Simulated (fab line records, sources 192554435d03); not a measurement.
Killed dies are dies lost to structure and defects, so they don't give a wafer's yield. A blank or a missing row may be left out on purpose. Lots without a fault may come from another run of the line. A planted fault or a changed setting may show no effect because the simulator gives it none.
Chamber matching | flow n5_finfet | N5_BEOL_M5_STRIP_36 on rie_diel-04: 4 sister chambers
The step strips in N2/H2. 8 wafers are shown with their chamber, then 7 later ones without.

WAFERS WITH THEIR CHAMBER
wafer  | chamber | showerhead_plenum_p_Torr (Torr) | oes_product_au (a.u.)
L076.1 | 3       | 2.44                            | 0.78
L080.5 | 1       | 2.42                            | 0.71
L082.1 | 2       | 2.51                            | 0.70
L083.1 | 0       | 2.40                            | 0.70
L083.2 | 3       | 2.44                            | 0.77
L083.5 | 2       | 2.51                            | 0.69
L086.1 | 1       | 2.41                            | 0.71
L086.3 | 0       | 2.40                            | 0.69

WAFERS WITHOUT THEIR CHAMBER
wafer  | showerhead_plenum_p_Torr (Torr) | oes_product_au (a.u.)
L086.4 | 2.43                            | 0.75
L089.4 | 2.41                            | 0.70
L089.5 | 2.41                            | 0.70
L089.6 | 2.50                            | 0.67
L092.1 | 2.43                            | 0.74
L092.3 | 2.41                            | 0.69
L092.6 | 2.50                            | 0.68

WHICH CHAMBER EACH WENT THROUGH
wafer  | from the rows above     | in truth
L086.4 | 3                       | 3
L089.4 | can't be placed: 1 or 0 | 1
L089.5 | can't be placed: 1 or 0 | 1
L089.6 | 2                       | 2
L092.1 | can't be placed: 3 or 1 | 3
L092.3 | can't be placed: 0 or 1 | 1
L092.6 | 2                       | 2
Placed correctly: 3 of 7. Can't be placed from these rows: 4 (the true chamber is among the candidates in 4). Placed wrongly: 0.
How it was worked out, from the rows above alone: a wafer's distance from a chamber is the root of the sum, over the readings, of the square of ((its reading less the chamber's mean) divided by the reading's scatter). The wafer belongs to the nearest chamber; if the next one is less than 2 further off, it can't be placed. A chamber's mean is the mean of its shown wafers. The scatter: the root of (the sum of the squares of (reading less its chamber's mean) over the shown wafers, divided by (wafers less chambers)).
